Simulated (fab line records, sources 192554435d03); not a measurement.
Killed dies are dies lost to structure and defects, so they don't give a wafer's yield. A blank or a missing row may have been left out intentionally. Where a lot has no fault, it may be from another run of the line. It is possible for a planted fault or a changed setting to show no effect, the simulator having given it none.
One fault through the eyes of 3 desks | flow n5-finfet | numbers are kept per desk, each desk with only its own; the story behind them comes last

## THE DEFECT DESK
Lot by lot, what the route's inspections counted, given as the mean of those sampled wafers with a number. The brackets show how far a lot's mean lies from the usual mean; more than 4 standard deviations puts the lot out of limits, marked OUT.
Columns: A = raw-defect-count at N5_BEOL_M4_INSPECT_59, usual 75
lot  | first seen here | A
L326 | day 8 22:35     | 75
L327 | day 9 01:52     | 62
L328 | day 9 09:11     | 48
L336 | day 11 10:52    | 101
L338 | day 12 11:17    | 99
L337 | day 12 16:48    | 81
L341 | day 12 22:41    | 46
L342 | day 13 00:54    | 67
L343 | day 13 13:45    | 98
L346 | day 14 05:48    | 107
This desk's verdict: no lot among the 10 shows anything out of limits.

## FOR THE TOOL OWNER'S DESK: ald-metal-01
The tool's own readings at N5_BEOL_M4_ALD_84 (deposits TaN, pulse time 2 s, purge time 3 s, co reactant purge time 2 s): means of the sampled wafers that have a number, for each lot that ran on this tool. The brackets show how far a lot's mean lies from the usual mean; more than 4 standard deviations puts the lot out of limits, marked OUT.
Columns: A = heater-power-outer-w at N5_BEOL_M4_ALD_84, usual 244 W; B = heater-power-w at N5_BEOL_M4_ALD_84, usual 432 W; C = precursor-vessel-carrier-sccm at N5_BEOL_M4_ALD_84, usual 1000 sccm
lot  | first seen here | A   | B   | C
L327 | day 8 22:17     | 230 | 420 | 1001
L336 | day 11 07:14    | 221 | 399 | 1001
This desk's verdict: no lot among the 2 shows anything out of limits.

## AT THE METROLOGY DESK
What the gauges read for every lot (on any tool): the sampled wafers with a number, averaged. The brackets show how far a lot's mean lies from the usual mean; more than 4 standard deviations puts the lot out of limits, marked OUT. Of its 12 readings 7 are shown: the one that was out of limits first, and those that lie furthest out on some lot.
Columns: A = M4_RS at N5_BEOL_M4_RS_MEAS_58, usual 0.69 ohm/sq; B = COMB_M4_max_site at N5_BEOL_M4_RC_MEAS_101, usual 8.5e-11 S/m; C = DIBL_N at N5_BEOL_M4_RC_MEAS_101, usual 37.0 mV/V; D = DIBL_P at N5_BEOL_M4_RC_MEAS_101, usual 37.3 mV/V; E = IOFF_P at N5_BEOL_M4_RC_MEAS_101, usual 0.23 nA/um; F = ION_P at N5_BEOL_M4_RC_MEAS_101, usual 460 uA/um; G = VT_P at N5_BEOL_M4_RC_MEAS_101, usual -250 mV
lot  | first seen here | A    | B                 | C    | D    | E    | F   | G
L326 | day 8 22:33     | 0.66 | 8.7e-11           | 38.3 | 39.3 | 0.22 | 456 | -251
L327 | day 9 01:50     | 0.64 | 6.6e-11           | 36.6 | 37.9 | 0.24 | 469 | -248
L328 | day 9 09:10     | 0.69 | 1.0e-10           | 37.1 | 39.1 | 0.28 | 469 | -246
L336 | day 11 10:50    | 0.62 | 5.7e-10 (+25) OUT | 35.7 | 36.9 | 0.26 | 462 | -247
L338 | day 12 11:15    | 0.71 | 9.0e-11           | 37.8 | 38.5 | 0.23 | 461 | -250
L337 | day 12 16:47    | 0.75 | 9.4e-11           | 37.5 | 37.0 | 0.24 | 456 | -250
L341 | day 12 22:40    | 0.68 | 9.5e-11           | 33.8 | 35.4 | 0.16 | 451 | -256
L342 | day 13 00:53    | 0.75 | 7.9e-11           | 36.2 | 33.8 | 0.19 | 459 | -252
L343 | day 13 13:44    | 0.72 | 7.3e-11           | 37.4 | 38.5 | 0.22 | 455 | -251
L346 | day 14 05:46    | 0.68 | 6.6e-11           | 35.8 | 37.2 | 0.16 | 448 | -257
This desk's finding: out of limits on L336; first on L336, day 11 10:53 (COMB_M4_max_site at N5_BEOL_M4_RC_MEAS_101). In limits: L326, L327, L328, L338, L337, L341, L342, L343, L346.

## TAKEN TOGETHER
The metrology desk could have raised an alarm at day 11 10:53, on L336.
Nothing out of limits was seen by the defect desk.
The desk of the tool owner found nothing out of limits.
The defect desk has L336 on record, within its limits.
Tool owner's desk: L336 on record, inside its limits.
The lots listed all ran N5_BEOL_M4_ALD_84 on ald-metal-01.

## WHAT HAD BEEN PUT IN BY THE SIMULATOR
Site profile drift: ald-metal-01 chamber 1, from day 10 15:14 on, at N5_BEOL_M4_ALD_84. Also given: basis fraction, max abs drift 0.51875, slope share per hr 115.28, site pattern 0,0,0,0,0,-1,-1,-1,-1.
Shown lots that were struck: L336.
Time in hours between the start of the fault and the first out-of-limits reading at each desk: metrology desk, 20.
